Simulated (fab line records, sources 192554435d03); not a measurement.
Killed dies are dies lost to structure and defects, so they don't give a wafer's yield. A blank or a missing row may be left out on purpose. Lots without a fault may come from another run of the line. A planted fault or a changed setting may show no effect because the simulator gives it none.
Chamber matching | flow n5_finfet | N5_HKMG_FIN_PWFM_ALD_03 on ald_metal-03: 4 sister chambers
The step deposits TiN, target thk 2 nm, pulse time 1 s, purge time 3 s. 16 wafers are shown with their chamber, then 7 later ones without.

WAFERS WITH THEIR CHAMBER
wafer  | chamber | heater_power_w (W) | chamber_pressure_Torr (Torr) | precursor_pulse_height_rel
L540.1 | 2       | 872                | 3.005                        | 1.037
L540.5 | 0       | 933                | 3.000                        | 0.996
L543.1 | 2       | 897                | 3.004                        | 1.001
L543.2 | 0       | 932                | 3.001                        | 1.005
L543.4 | 1       | 823                | 2.985                        | 0.977
L545.1 | 3       | 835                | 2.998                        | 1.018
L545.3 | 0       | 935                | 2.999                        | 1.013
L545.6 | 0       | 930                | 3.000                        | 1.032
L548.3 | 0       | 943                | 2.996                        | 0.999
L548.4 | 1       | 855                | 2.999                        | 1.012
L548.5 | 0       | 918                | 3.001                        | 1.011
L551.2 | 1       | 848                | 2.996                        | 1.014
L551.5 | 3       | 819                | 3.005                        | 0.991
L551.6 | 0       | 926                | 2.988                        | 0.984
L555.1 | 3       | 829                | 3.006                        | 1.026
L555.4 | 3       | 846                | 2.999                        | 0.976

SIGNATURES (means of the wafers above)
reading                    | chamber 0 | chamber 1 | chamber 2 | chamber 3 | scatter within a chamber
heater_power_w             | 931.00    | 842.00    | 884.50    | 832.25    | 11.6
chamber_pressure_Torr      | 2.99786   | 2.99333   | 3.00450   | 3.00200   | 0.00492
precursor_pulse_height_rel | 1.00571   | 1.00100   | 1.01900   | 1.00275   | 0.0194
Rule: a wafer's distance from a chamber is the root of the sum, over the readings, of the square of ((its reading less the chamber's mean) divided by the reading's scatter). The wafer belongs to the nearest chamber; if the next one is less than 2 further off, it can't be placed. The scatter: the root of (the sum of the squares of (reading less its chamber's mean) over the shown wafers, divided by (wafers less chambers)).

WAFERS WITHOUT THEIR CHAMBER
wafer  | heater_power_w (W) | chamber_pressure_Torr (Torr) | precursor_pulse_height_rel
L555.5 | 903                | 3.005                        | 0.984
L560.1 | 938                | 3.000                        | 1.058
L560.5 | 827                | 3.003                        | 1.020
L560.6 | 958                | 3.007                        | 1.035
L562.2 | 932                | 3.001                        | 1.007
L562.4 | 891                | 2.999                        | 0.993
L562.6 | 901                | 2.999                        | 1.006

WHICH CHAMBER EACH WENT THROUGH
wafer  | from the rows above     | in truth
L555.5 | can't be placed: 2 or 0 | 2
L560.1 | 0                       | 0
L560.5 | can't be placed: 3 or 1 | 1
L560.6 | 0                       | 0
L562.2 | 0                       | 0
L562.4 | can't be placed: 2 or 0 | 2
L562.6 | can't be placed: 2 or 0 | 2
Placed correctly: 3 of 7. Can't be placed from these rows: 4 (the true chamber is among the candidates in 4). Placed wrongly: 0.
